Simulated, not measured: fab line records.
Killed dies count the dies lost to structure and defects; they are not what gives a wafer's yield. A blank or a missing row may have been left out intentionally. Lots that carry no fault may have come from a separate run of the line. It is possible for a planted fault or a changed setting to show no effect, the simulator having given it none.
Split-lot experiment -- flow n5_finfet -- on a route of 1938 steps: 7 lots, 21 wafers read

SPLIT DETAILS
At N5_BEOL_M3_ILD_DEP_00 (deposits SiOC from DEMS/O2, target thk 79 nm, time 15.3 s), the setting time_s was moved away from the recipe's 15.3 s on 6 of the 21 wafers read, by -13.6% to -4.1%. The other wafers ran this setting at the recipe's value.

No step appears in the file between the split and the reading.

THE READING
M3_ILD_THK (nm), taken at N5_BEOL_M3_THK_MEAS_01. On this fab line, fault-free wafers typically give 79.3 nm with a standard deviation of 0.88 nm.

wafer,"tool, chamber at the split","time_s as run, s",against the recipe,"M3_ILD_THK, nm",against lot-mates on the recipe
L074.1,"pecvd-01, 2",15.3,recipe,79.0,-
L074.5,"pecvd-01, 1",15.3,recipe,80.4,-
L074.6,"pecvd-01, 2",15.3,recipe,81.0,-
L077.1,"pecvd-03, 1",13.22,-13.6%,67.5,no lot-mate on the recipe
L077.2,"pecvd-03, 0",13.22,-13.6%,67.7,no lot-mate on the recipe
L077.3,"pecvd-03, 2",13.22,-13.6%,67.6,no lot-mate on the recipe
L082.1,"pecvd-01, 1",15.3,recipe,78.0,-
L082.4,"pecvd-01, 2,0",15.3,recipe,79.6,-
L082.5,"pecvd-01, 2,0",15.3,recipe,79.6,-
L083.3,"pecvd-04, 0",14.34,-6.3%,72.7,-7.2
L083.4,"pecvd-04, 0",15.3,recipe,79.9,-
L083.6,"pecvd-04, 2",14.34,-6.3%,74.8,-5.1
L091.1,"pecvd-03, 2",15.3,recipe,78.6,-
L091.2,"pecvd-03, 0",15.3,recipe,79.3,-
L091.4,"pecvd-03, 2",15.3,recipe,79.7,-
L092.2,"pecvd-01, 1",15.3,recipe,79.2,-
L092.5,"pecvd-01, 2",15.3,recipe,80.9,-
L092.6,"pecvd-01, 0",14.68,-4.1%,76.9,-3.2
L094.1,"pecvd-03, 1",15.3,recipe,78.3,-
L094.3,"pecvd-03, 0",15.3,recipe,78.6,-
L094.5,"pecvd-03, 1",15.3,recipe,79.3,-
When a row names more than one chamber, that row covers several wafers, and the file does not tell which wafer ran in which chamber.

THE FIT
A straight line over all 21 wafers: M3_ILD_THK changes by +0.87 nm for each +1% of time_s; r = +0.98; the points scatter about the line by 0.86 nm.
The same after taking each lot's own level away (the mean of its wafers on the recipe; 18 wafers): +0.948 nm for each +1%; r = +0.94; scatter 0.76 nm.
According to that fit, moving time_s by its largest amount changes the reading by 13 nm.
From 78.73 to 80.13 nm: that is the span of the lots' own levels, equal to 1.6 times the standard deviation above.
The two slopes agree, so the slope changes little with the lot-to-lot level.
Check: with one of the wafers moved furthest among these (-6.3%) left out of the fit, the line predicts -5.03 nm for it against its lot-mates. Against them it came out at -7.2 nm.

THESE WAFERS: OTHER SPLITS
Before the reading, these wafers also passed through other splits. Each is held against what the fit with the lots' levels taken away leaves over:
other split on the same wafers,wafers away from the commonest value,r with M3_ILD_THK (lot level and that fit taken away)
N5_BEOL_M2_COAT_05 spin_rpm,6,-0.35
N5_BEOL_M2_DEP_57 time_s,4,-0.21

THE WHOLE CHAIN: every reading that the file lists as answering this split, in the file's order
step,what it does,reading,change (the file's fit),r (the file's)
N5_BEOL_M3_ILD_DEP_00,"deposits SiOC from DEMS/O2, target thk 79 nm, time 15.3 s","SiOC_of_BEOL_M3_ILD_DEP_00.thk_nm (the simulator's own value, which no gauge read)",+0.948 nm for each +1% of the setting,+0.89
N5_BEOL_M3_THK_MEAS_01,,M3_ILD_THK,+0.924 for each +1% of the setting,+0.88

THE FILE'S OWN FIT
M3_ILD_THK changes by +0.924 nm for each +1% of time_s, r = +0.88.
